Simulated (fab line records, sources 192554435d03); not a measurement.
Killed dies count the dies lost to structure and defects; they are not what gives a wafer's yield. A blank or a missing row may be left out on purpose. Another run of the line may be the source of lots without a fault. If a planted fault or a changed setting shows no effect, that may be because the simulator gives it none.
Chamber matching    flow n5 finfet    4 sister chambers for N5_BEOL_M6_ETCH_62 on rie diel-04
The step etches SOC in N2/H2, target depth 110 nm, overetch 22 nm, time 165 s. 16 wafers are shown with their chamber, then 8 later ones without.

## WAFERS PAIRED WITH THEIR CHAMBERS
wafer   chamber  drypump motor current A (A)  showerhead plenum p Torr (Torr)  throttle valve pct (%)
L080.1  0        5.5                          2.58                             17.94
L080.3  1        4.8                          2.49                             17.96
L080.4  3        5.4                          2.57                             17.95
L081.2  0        5.5                          2.58                             17.95
L081.4  3        5.4                          2.57                             17.98
L081.6  2        5.6                          2.60                             18.19
L084.1  3        5.4                          2.56                             17.96
L084.2  2        5.7                          2.60                             18.18
L084.4  3        5.4                          2.56                             17.95
L085.1  0        5.5                          2.58                             17.96
L085.2  3        5.4                          2.56                             17.99
L085.4  2        5.6                          2.60                             18.20
L089.1  0        5.5                          2.57                             17.97
L089.4  1        4.8                          2.48                             17.51
L089.6  1        4.7                          2.48                             17.52
L094.1  2        5.7                          2.59                             18.24

SIGNATURES (means of the wafers above)
reading                   chamber 0  chamber 1  chamber 2  chamber 3  scatter within a chamber
drypump motor current A   5.500      4.767      5.650      5.400      0.0373
showerhead plenum p Torr  2.5775     2.4833     2.5975     2.5640     0.0053
throttle valve pct        17.9550    17.6633    18.2025    17.9660    0.106
Rule: for each reading, subtract the chamber's mean from the wafer's reading, divide by that reading's scatter and square the result; add these up over the readings and take the root, which gives the wafer's distance from the chamber. If the next closest chamber is less than 2 further off than the closest, the wafer can't be placed; otherwise it belongs to the closest. How the scatter is found: for the shown wafers, subtract from each reading the mean of its chamber, square and add these, divide the total by (wafers less chambers), then take the root.

## WAFERS MISSING THEIR CHAMBER
wafer   drypump motor current A (A)  showerhead plenum p Torr (Torr)  throttle valve pct (%)
L094.2  5.4                          2.55                             18.01
L094.3  5.5                          2.57                             17.99
L095.2  5.5                          2.57                             17.99
L095.3  4.8                          2.48                             17.54
L095.6  5.6                          2.59                             18.26
L096.1  5.5                          2.57                             18.01
L096.3  5.6                          2.59                             18.27
L096.5  5.5                          2.57                             17.99

## EACH ONE'S CHAMBER
wafer   from the rows above      in truth
L094.2  3                        3
L094.3  can't be placed: 0 or 3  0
L095.2  can't be placed: 0 or 3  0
L095.3  1                        1
L095.6  2                        2
L096.1  can't be placed: 0 or 3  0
L096.3  2                        2
L096.5  can't be placed: 0 or 3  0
4 of 8 placed correctly. Unplaceable from these rows: 4, with the true chamber sitting among the candidates in 4. Placed wrongly: 0.
